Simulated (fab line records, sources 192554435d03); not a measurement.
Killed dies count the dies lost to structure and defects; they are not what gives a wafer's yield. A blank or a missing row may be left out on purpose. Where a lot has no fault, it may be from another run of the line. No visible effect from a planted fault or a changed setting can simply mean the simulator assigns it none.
Chamber matching -- flow n5-finfet -- 4 sister chambers for N5_BEOL_M10_ETCH_61 on rie-diel-02
The step etches SiARC in CF4, target depth 39 nm, time 65 s. 4 wafers are shown with their chamber, then 7 later ones without.

== WAFERS PAIRED WITH THEIR CHAMBERS ==
wafer,chamber,drypump-motor-current-A (A)
L079.4,3,5.3
L084.4,1,5.8
L088.1,0,6.2
L088.3,2,5.1

== WAFERS WITH NO CHAMBER GIVEN ==
wafer,drypump-motor-current-A (A)
L088.5,5.3
L089.2,5.7
L089.3,6.2
L089.6,6.2
L093.1,5.3
L093.5,5.3
L093.6,6.1

== EACH ONE'S CHAMBER ==
wafer,from the rows above,in truth
L088.5,3,3
L089.2,1,1
L089.3,0,0
L089.6,0,0
L093.1,3,3
L093.5,3,3
L093.6,0,0
Correct placement for 7 of the 7. From these rows, 0 cannot be placed. Placed wrongly: 0.
How it was worked out, from the rows above alone: a wafer's distance from a chamber is the root of the sum, over the readings, of the square of ((its reading less the chamber's mean) divided by the reading's scatter). The wafer belongs to the nearest chamber; if the next one is less than 2 further off, it can't be placed. The mean given for a chamber averages the wafers shown for that chamber. The scatter: root of mean squared gap, hidden wafer to nearest shown wafer, with one shown wafer a chamber.
